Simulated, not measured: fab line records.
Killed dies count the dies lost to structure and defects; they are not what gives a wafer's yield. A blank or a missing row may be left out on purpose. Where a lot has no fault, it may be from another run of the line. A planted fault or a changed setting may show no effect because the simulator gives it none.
Chamber matching || flow nand-harc || NHARC_A_WL_FILL_CMP_12 on cmp-04: 4 sister chambers
The step polishes, t overpolish 30 s, target thk 100 nm. 8 wafers are shown with their chamber, then 9 later ones without.

## WAFERS PAIRED WITH THEIR CHAMBERS
{"wafer": "L074.1", "chamber": 0, "motor-current-A (A)": 13.6, "overpolish-run-s (s)": 30.022}
{"wafer": "L075.2", "chamber": 0, "motor-current-A (A)": 13.9, "overpolish-run-s (s)": 30.020}
{"wafer": "L075.5", "chamber": 3, "motor-current-A (A)": 11.9, "overpolish-run-s (s)": 29.994}
{"wafer": "L090.2", "chamber": 2, "motor-current-A (A)": 11.1, "overpolish-run-s (s)": 30.000}
{"wafer": "L090.5", "chamber": 2, "motor-current-A (A)": 10.6, "overpolish-run-s (s)": 29.998}
{"wafer": "L092.2", "chamber": 3, "motor-current-A (A)": 11.6, "overpolish-run-s (s)": 29.985}
{"wafer": "L092.3", "chamber": 1, "motor-current-A (A)": 13.1, "overpolish-run-s (s)": 30.003}
{"wafer": "L092.5", "chamber": 1, "motor-current-A (A)": 13.2, "overpolish-run-s (s)": 30.011}

## WAFERS WITHOUT THEIR CHAMBER
{"wafer": "L094.2", "motor-current-A (A)": 12.4, "overpolish-run-s (s)": 30.009}
{"wafer": "L094.3", "motor-current-A (A)": 13.6, "overpolish-run-s (s)": 30.008}
{"wafer": "L094.5", "motor-current-A (A)": 12.9, "overpolish-run-s (s)": 30.019}
{"wafer": "L095.1", "motor-current-A (A)": 12.7, "overpolish-run-s (s)": 29.993}
{"wafer": "L095.3", "motor-current-A (A)": 11.0, "overpolish-run-s (s)": 30.017}
{"wafer": "L095.6", "motor-current-A (A)": 11.1, "overpolish-run-s (s)": 30.006}
{"wafer": "L097.1", "motor-current-A (A)": 11.4, "overpolish-run-s (s)": 30.011}
{"wafer": "L097.2", "motor-current-A (A)": 10.9, "overpolish-run-s (s)": 29.991}
{"wafer": "L097.4", "motor-current-A (A)": 12.8, "overpolish-run-s (s)": 29.986}

## WHICH CHAMBER EACH WENT THROUGH
{"wafer": "L094.2", "from the rows above": 1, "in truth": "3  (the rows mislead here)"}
{"wafer": "L094.3", "from the rows above": "can't be placed: 1 or 0", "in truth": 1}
{"wafer": "L094.5", "from the rows above": "can't be placed: 1 or 0", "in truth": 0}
{"wafer": "L095.1", "from the rows above": "can't be placed: 1 or 3", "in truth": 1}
{"wafer": "L095.3", "from the rows above": 2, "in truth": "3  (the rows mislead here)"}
{"wafer": "L095.6", "from the rows above": 2, "in truth": 2}
{"wafer": "L097.1", "from the rows above": "can't be placed: 2 or 3", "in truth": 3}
{"wafer": "L097.2", "from the rows above": "can't be placed: 2 or 3", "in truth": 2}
{"wafer": "L097.4", "from the rows above": "can't be placed: 3 or 1", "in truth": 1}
Placed correctly: 1 of 9. These rows do not allow placing 6 (true chamber among the candidates in 6). 2 placed wrongly.
How it was worked out, from the rows above alone: a wafer's distance from a chamber is the root of the sum, over the readings, of the square of ((its reading less the chamber's mean) divided by the reading's scatter). The wafer belongs to the nearest chamber; if the next one is less than 2 further off, it can't be placed. The mean given for a chamber averages the wafers shown for that chamber. How the scatter is found: for the shown wafers, subtract from each reading the mean of its chamber, square and add these, divide the total by (wafers less chambers), then take the root.
